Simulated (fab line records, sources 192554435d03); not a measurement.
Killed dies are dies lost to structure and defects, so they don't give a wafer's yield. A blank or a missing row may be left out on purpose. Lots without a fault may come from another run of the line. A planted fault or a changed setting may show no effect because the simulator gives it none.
Split-lot experiment | flow n5_finfet | 7 lots, 21 wafers read, on a route of 1938 steps

THE SPLIT
At N5_BEOL_M0_SAQP_EXPOSE_37 (exposes mask M0 CUT1, target cd 30 nm), the setting dose_mj was moved away from the recipe's 44.75 on 5 of the 21 wafers read, by -4.8% to +3.8%. The other wafers ran this setting at the recipe's value.

FROM THE SPLIT TO THE READING: what the file shows between them, 2 steps
- N5_BEOL_M0_SAQP_PEB_38: peb time 60 s
- N5_BEOL_M0_SAQP_DEVELOP_39: develop time 30 s

THE READING
cd_nm, in nm, at N5_BEOL_M0_SAQP_CD_MEAS_40 (target cd 30 nm). Fault-free wafers of this fab line usually give 29.96 nm, standard deviation 0.23 nm.

wafer  | tool, chamber at the split | dose_mj as run | against the recipe | cd_nm, nm | against lot-mates on the recipe
L075.1 | euv_scanner-01, 0          | 44.75          | recipe             | 30.32     | -
L075.2 | euv_scanner-01, 0          | 44.75          | recipe             | 30.27     | -
L075.5 | euv_scanner-01, 0          | 44.75          | recipe             | 30.35     | -
L080.2 | euv_scanner-02, 0          | 44.75          | recipe             | 29.99     | -
L080.5 | euv_scanner-02, 0          | 44.75          | recipe             | 29.87     | -
L080.6 | euv_scanner-02, 0          | 46.45          | +3.8%              | 30.99     | +1.06
L081.1 | euv_scanner-01, 0          | 44.75          | recipe             | 29.58     | -
L081.3 | euv_scanner-01, 0          | 44.75          | recipe             | 29.72     | -
L081.5 | euv_scanner-01, 0          | 42.6           | -4.8%              | 28.95     | -0.70
L084.1 | euv_scanner-02, 0          | 44.75          | recipe             | 29.89     | -
L084.2 | euv_scanner-02, 0          | 46.07          | +2.9%              | 30.51     | +0.62
L084.3 | euv_scanner-02, 0          | 46.07          | +2.9%              | 30.81     | +0.92
L088.2 | euv_scanner-01, 0          | 44.75          | recipe             | 29.95     | -
L088.3 | euv_scanner-01, 0          | 44.75          | recipe             | 29.83     | -
L088.5 | euv_scanner-01, 0          | 44.75          | recipe             | 29.83     | -
L092.1 | euv_scanner-02, 0          | 44.75          | recipe             | 29.69     | -
L092.4 | euv_scanner-02, 0          | 44.75          | recipe             | 30.09     | -
L092.5 | euv_scanner-02, 0          | 44.75          | recipe             | 29.88     | -
L096.1 | euv_scanner-01, 0          | 44.75          | recipe             | 29.89     | -
L096.2 | euv_scanner-01, 0          | 44.75          | recipe             | 29.84     | -
L096.3 | euv_scanner-01, 0          | 43.35          | -3.1%              | 29.49     | -0.38

THE FIT
A straight line over all 21 wafers: cd_nm changes by +0.222 nm for each +1% of dose_mj; r = +0.88; the points scatter about the line by 0.22 nm.
The same after taking each lot's own level away (the mean of its wafers on the recipe; 21 wafers): +0.201 nm for each +1%; r = +0.93; scatter 0.14 nm.
On that fit, the largest move of dose_mj shifts the reading by 0.97 nm.
The lots' own levels span 29.650 to 30.313 nm, that is 2.9 times the standard deviation above.
So the lot-to-lot level changes the slope: the two fits differ.
Check: with one of the wafers moved furthest among these (-4.8%) left out of the fit, the line predicts -1.06 nm for it against its lot-mates. It came out at -0.7 nm against them.

OTHER SPLITS ON THESE WAFERS
These wafers also went through other splits before the reading. Each is held against what the fit with the lots' levels taken away leaves over:
other split on the same wafers           | wafers away from the commonest value | r with cd_nm (lot level and that fit taken away)
N5_HKMG_FIN_ETCH_58 source_w             | 8                                    | -0.28
N5_HKMG_FIN_ALD_79 ald_cycles            | 7                                    | +0.34
N5_MOL_CONTACT_COAG_VIA_ETCH_117 bias_w  | 7                                    | +0.20
N5_MOL_CONTACT_COAG_CVD_140 target_thk_a | 4                                    | -0.05
N5_BEOL_M0_SAQP_PECVD_03 time_s          | 5                                    | -0.25

THE WHOLE CHAIN: every reading that the file lists as answering this split, in the file's order
step                       | what it does                                                | reading                                                             | change (the file's fit)               | r (the file's)
N5_BEOL_M0_SAQP_CD_MEAS_40 | target cd 30 nm                                             | cd_nm                                                               | +0.194 nm for each +1% of the setting | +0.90
N5_BEOL_M0_SAQP_DESCUM_45  | chemistry O2, time 7 s                                      | BEOL_M0_SAQP.cd_nm (the simulator's own value, which no gauge read) | +0.187 nm for each +1% of the setting | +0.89
N5_BEOL_M0_SAQP_ETCH_88    | etches underlayer in N2/H2, target depth 6.5 nm, time 5.2 s | BEOL_M0_SAQP.cd_nm (the simulator's own value, which no gauge read) | +0.202 nm for each +1% of the setting | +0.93

THE FILE'S OWN FIT
cd_nm changes by +0.194 nm for each +1% of dose_mj, r = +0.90.
